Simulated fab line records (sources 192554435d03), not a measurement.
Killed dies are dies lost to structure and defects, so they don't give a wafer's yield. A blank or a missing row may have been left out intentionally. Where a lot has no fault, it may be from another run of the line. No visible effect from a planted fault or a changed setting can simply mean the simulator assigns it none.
Matching of chambers -- flow n5_finfet -- 3 sister chambers for N5_BEOL_M1_PRE_CLEAN_60 on cvd_co-01
The step time 15 s. 6 wafers are shown with their chamber, then 7 later ones without.

## WAFERS PAIRED WITH THEIR CHAMBERS
wafer,chamber,heater_power_w (W)
L085.4,0,92
L092.2,2,78
L092.3,1,59
L092.6,0,96
L093.1,2,75
L093.2,1,59

## WAFERS MISSING THEIR CHAMBER
wafer,heater_power_w (W)
L093.6,75
L094.1,58
L094.2,95
L094.6,94
L096.2,60
L096.5,96
L096.6,60

## CHAMBER TAKEN BY EACH
wafer,from the rows above,in truth
L093.6,2,2
L094.1,1,1
L094.2,0,0
L094.6,0,0
L096.2,1,1
L096.5,0,0
L096.6,1,1
Correct placement for 7 of the 7. Number that these rows cannot place: 0. 0 placed wrongly.
How it was worked out, from the rows above alone: a wafer's distance from a chamber is the root of the sum, over the readings, of the square of ((its reading less the chamber's mean) divided by the reading's scatter). If the next closest chamber is less than 2 further off than the closest, the wafer can't be placed; otherwise it belongs to the closest. A chamber's mean is the mean of its shown wafers. The scatter: take each reading less its chamber's mean, square it, sum over the shown wafers, divide by the number of wafers less the number of chambers, and take the root.
